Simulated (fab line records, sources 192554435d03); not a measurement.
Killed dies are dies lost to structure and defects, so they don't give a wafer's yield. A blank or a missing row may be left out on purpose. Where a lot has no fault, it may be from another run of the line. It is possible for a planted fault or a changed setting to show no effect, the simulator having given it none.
Chamber matching | flow n5_finfet | 4 sister chambers for N5_BEOL_M12_DESCUM_15 on rie_diel-04
The step chemistry O2, time 7.9 s. 4 wafers are shown with their chamber, then 7 later ones without.

## WAFERS WITH THEIR CHAMBER
wafer  | chamber | drypump_motor_current_A (A)
L074.5 | 3       | 5.8
L085.3 | 0       | 5.0
L088.1 | 2       | 6.8
L088.2 | 1       | 5.7

## WAFERS WHOSE CHAMBER IS MISSING
wafer  | drypump_motor_current_A (A)
L088.3 | 5.8
L088.4 | 4.9
L088.5 | 5.8
L088.6 | 6.8
L092.2 | 5.8
L092.3 | 5.7
L092.6 | 6.8

## EACH ONE'S CHAMBER
wafer  | from the rows above | in truth
L088.3 | 3                   | 3
L088.4 | 0                   | 0
L088.5 | 3                   | 3
L088.6 | 2                   | 2
L092.2 | 3                   | 3
L092.3 | 1                   | 1
L092.6 | 2                   | 2
Placed correctly: 7 of 7. Not placeable from these rows: 0. Number placed wrongly: 0.
How it was worked out, from the rows above alone: a wafer's distance from a chamber is the root of the sum, over the readings, of the square of ((its reading less the chamber's mean) divided by the reading's scatter). If the next closest chamber is less than 2 further off than the closest, the wafer can't be placed; otherwise it belongs to the closest. A chamber's mean is the mean of its shown wafers. The scatter: root of mean squared gap, hidden wafer to nearest shown wafer, with one shown wafer a chamber.
